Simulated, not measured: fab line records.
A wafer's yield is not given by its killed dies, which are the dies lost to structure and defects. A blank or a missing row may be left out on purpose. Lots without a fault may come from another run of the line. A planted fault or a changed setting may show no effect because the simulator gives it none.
Matching of chambers / flow n5-finfet / N5_FIN_SAQP_STRIP_55 on rie-diel-03 has 4 sister chambers
The step strips in N2/H2. 16 wafers are shown with their chamber, then 8 later ones without.

== WAFERS PAIRED WITH THEIR CHAMBERS ==
wafer=L076.1; chamber=0; drypump-motor-current-A (A)=5.0; showerhead-plenum-p-Torr (Torr)=3.44; throttle-valve-pct (%)=19.3
wafer=L076.2; chamber=3; drypump-motor-current-A (A)=6.5; showerhead-plenum-p-Torr (Torr)=3.17; throttle-valve-pct (%)=18.8
wafer=L076.5; chamber=3; drypump-motor-current-A (A)=6.5; showerhead-plenum-p-Torr (Torr)=3.17; throttle-valve-pct (%)=18.8
wafer=L078.3; chamber=2; drypump-motor-current-A (A)=4.8; showerhead-plenum-p-Torr (Torr)=3.34; throttle-valve-pct (%)=19.2
wafer=L078.5; chamber=0; drypump-motor-current-A (A)=5.0; showerhead-plenum-p-Torr (Torr)=3.44; throttle-valve-pct (%)=19.3
wafer=L078.6; chamber=3; drypump-motor-current-A (A)=6.6; showerhead-plenum-p-Torr (Torr)=3.16; throttle-valve-pct (%)=18.8
wafer=L079.1; chamber=0; drypump-motor-current-A (A)=5.0; showerhead-plenum-p-Torr (Torr)=3.44; throttle-valve-pct (%)=19.3
wafer=L079.4; chamber=2; drypump-motor-current-A (A)=4.8; showerhead-plenum-p-Torr (Torr)=3.33; throttle-valve-pct (%)=19.2
wafer=L079.6; chamber=0; drypump-motor-current-A (A)=5.0; showerhead-plenum-p-Torr (Torr)=3.44; throttle-valve-pct (%)=19.3
wafer=L081.1; chamber=3; drypump-motor-current-A (A)=6.5; showerhead-plenum-p-Torr (Torr)=3.16; throttle-valve-pct (%)=18.8
wafer=L081.2; chamber=2; drypump-motor-current-A (A)=4.8; showerhead-plenum-p-Torr (Torr)=3.33; throttle-valve-pct (%)=19.2
wafer=L081.3; chamber=1; drypump-motor-current-A (A)=6.6; showerhead-plenum-p-Torr (Torr)=3.23; throttle-valve-pct (%)=19.7
wafer=L084.3; chamber=1; drypump-motor-current-A (A)=6.6; showerhead-plenum-p-Torr (Torr)=3.22; throttle-valve-pct (%)=19.7
wafer=L084.5; chamber=1; drypump-motor-current-A (A)=6.6; showerhead-plenum-p-Torr (Torr)=3.22; throttle-valve-pct (%)=19.7
wafer=L084.6; chamber=3; drypump-motor-current-A (A)=6.5; showerhead-plenum-p-Torr (Torr)=3.16; throttle-valve-pct (%)=18.9
wafer=L092.1; chamber=2; drypump-motor-current-A (A)=4.8; showerhead-plenum-p-Torr (Torr)=3.32; throttle-valve-pct (%)=18.8

SIGNATURES, as means of the wafers listed above
reading=drypump-motor-current-A; chamber 0=5.000; chamber 1=6.600; chamber 2=4.800; chamber 3=6.520; scatter within a chamber=0.0258
reading=showerhead-plenum-p-Torr; chamber 0=3.4400; chamber 1=3.2233; chamber 2=3.3300; chamber 3=3.1640; scatter within a chamber=0.00568
reading=throttle-valve-pct; chamber 0=19.300; chamber 1=19.700; chamber 2=19.100; chamber 3=18.820; scatter within a chamber=0.103
Rule: distance of a wafer from a chamber = root of the sum over the readings of ((wafer's reading minus chamber's mean) / reading's scatter) squared. The wafer belongs to the nearest chamber; if the next one is less than 2 further off, it can't be placed. The scatter: take each reading less its chamber's mean, square it, sum over the shown wafers, divide by the number of wafers less the number of chambers, and take the root.

== WAFERS WITHOUT THEIR CHAMBER ==
wafer=L092.4; drypump-motor-current-A (A)=6.6; showerhead-plenum-p-Torr (Torr)=3.21; throttle-valve-pct (%)=19.7
wafer=L092.6; drypump-motor-current-A (A)=4.8; showerhead-plenum-p-Torr (Torr)=3.32; throttle-valve-pct (%)=18.8
wafer=L093.1; drypump-motor-current-A (A)=5.0; showerhead-plenum-p-Torr (Torr)=3.43; throttle-valve-pct (%)=18.9
wafer=L093.3; drypump-motor-current-A (A)=6.5; showerhead-plenum-p-Torr (Torr)=3.56; throttle-valve-pct (%)=18.4
wafer=L093.5; drypump-motor-current-A (A)=5.0; showerhead-plenum-p-Torr (Torr)=3.43; throttle-valve-pct (%)=18.9
wafer=L095.2; drypump-motor-current-A (A)=5.0; showerhead-plenum-p-Torr (Torr)=3.42; throttle-valve-pct (%)=18.9
wafer=L095.3; drypump-motor-current-A (A)=6.5; showerhead-plenum-p-Torr (Torr)=3.55; throttle-valve-pct (%)=18.4
wafer=L095.5; drypump-motor-current-A (A)=4.8; showerhead-plenum-p-Torr (Torr)=3.32; throttle-valve-pct (%)=18.8

== EACH ONE'S CHAMBER ==
wafer=L092.4; from the rows above=1; in truth=1
wafer=L092.6; from the rows above=2; in truth=2
wafer=L093.1; from the rows above=0; in truth=0
wafer=L093.3; from the rows above=can't be placed: 1 or 0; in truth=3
wafer=L093.5; from the rows above=0; in truth=0
wafer=L095.2; from the rows above=0; in truth=0
wafer=L095.3; from the rows above=1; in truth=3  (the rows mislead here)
wafer=L095.5; from the rows above=2; in truth=2
6 of 8 placed correctly. Not placeable from these rows: 1 (in 0, the candidates include the true chamber). Wrongly placed: 1.
